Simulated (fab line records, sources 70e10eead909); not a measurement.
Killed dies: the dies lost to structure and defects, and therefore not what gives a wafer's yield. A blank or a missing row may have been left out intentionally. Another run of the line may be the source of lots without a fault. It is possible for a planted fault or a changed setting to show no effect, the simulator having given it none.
Chamber matching	flow nandHarc	NHARC_A_STAIRCASE_DESCUM_219 on rieDiel-08 has 4 sister chambers
The step chemistry O2, time 3 s. 8 wafers are shown with their chamber, then 10 later ones without.

## WAFERS WITH THEIR CHAMBER
wafer	chamber	drypumpMotorCurrentA (A)	showerheadPlenumPTorr (Torr)
L082.6	3	5.5	1.80
L085.3	0	5.2	1.91
L085.5	3	5.5	1.79
L087.3	1	5.8	1.94
L087.4	2	5.4	1.89
L087.5	2	5.4	1.89
L088.2	0	5.2	1.90
L088.5	1	5.7	1.93

## WAFERS WITHOUT THEIR CHAMBER
wafer	drypumpMotorCurrentA (A)	showerheadPlenumPTorr (Torr)
L088.6	5.4	1.89
L091.2	5.4	1.88
L091.3	5.2	1.90
L091.4	5.5	1.79
L092.1	5.2	1.90
L092.3	5.7	1.93
L092.6	5.8	1.93
L096.1	5.5	1.78
L096.3	5.2	1.90
L096.5	5.2	1.90

## CHAMBER TAKEN BY EACH
wafer	from the rows above	in truth
L088.6	2	2
L091.2	2	2
L091.3	0	0
L091.4	3	3
L092.1	0	0
L092.3	1	1
L092.6	1	1
L096.1	3	3
L096.3	0	0
L096.5	0	0
Placed correctly: 10 of 10. Number that these rows cannot place: 0. Wrongly placed: 0.
How it was worked out, from the rows above alone: a wafer's distance from a chamber is the root of the sum, over the readings, of the square of ((its reading less the chamber's mean) divided by the reading's scatter). If the next closest chamber is less than 2 further off than the closest, the wafer can't be placed; otherwise it belongs to the closest. The mean given for a chamber averages the wafers shown for that chamber. The scatter: the root of (the sum of the squares of (reading less its chamber's mean) over the shown wafers, divided by (wafers less chambers)).
